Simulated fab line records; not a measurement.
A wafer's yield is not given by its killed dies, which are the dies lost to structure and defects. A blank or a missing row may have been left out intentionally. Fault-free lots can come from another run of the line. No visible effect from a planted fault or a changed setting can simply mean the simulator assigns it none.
Chamber matching ; flow nand_harc ; pecvd-02 running NHARC_A_STAIRCASE_DEP_259: 3 sister chambers
The step deposits SiON, target thk 30 nm. 14 wafers are shown with their chamber, then 7 later ones without.

== WAFERS PAIRED WITH THEIR CHAMBERS ==
wafer;chamber;heater_power_w (W)
L078.2;0;595
L078.5;1;657
L078.6;0;581
L077.3;1;670
L077.4;1;631
L077.5;2;799
L082.3;0;534
L082.4;1;569
L082.6;0;541
L087.1;1;673
L087.2;0;562
L087.3;2;794
L086.2;2;806
L086.4;0;569

SIGNATURES (averages over the wafers above)
reading;chamber 0;chamber 1;chamber 2;scatter within a chamber
heater_power_w;563.67;640.00;799.67;30.4
Rule: distance of a wafer from a chamber = root of the sum over the readings of ((wafer's reading minus chamber's mean) / reading's scatter) squared. If the next closest chamber is less than 2 further off than the closest, the wafer can't be placed; otherwise it belongs to the closest. The scatter is the square root of a quotient: the sum, over the shown wafers, of each reading's squared deviation from its chamber's mean, divided by wafers minus chambers.

== WAFERS WITHOUT THEIR CHAMBER ==
wafer;heater_power_w (W)
L086.5;798
L094.1;816
L094.3;517
L094.5;528
L095.2;632
L095.4;614
L095.5;594

== EACH ONE'S CHAMBER ==
wafer;from the rows above;in truth
L086.5;2;2
L094.1;2;2
L094.3;0;0
L094.5;0;0
L095.2;can't be placed: 1 or 0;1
L095.4;can't be placed: 1 or 0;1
L095.5;can't be placed: 0 or 1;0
Correct placement for 4 of the 7. From these rows, 3 cannot be placed; in 3 the true chamber is one of the candidates. 0 placed wrongly.
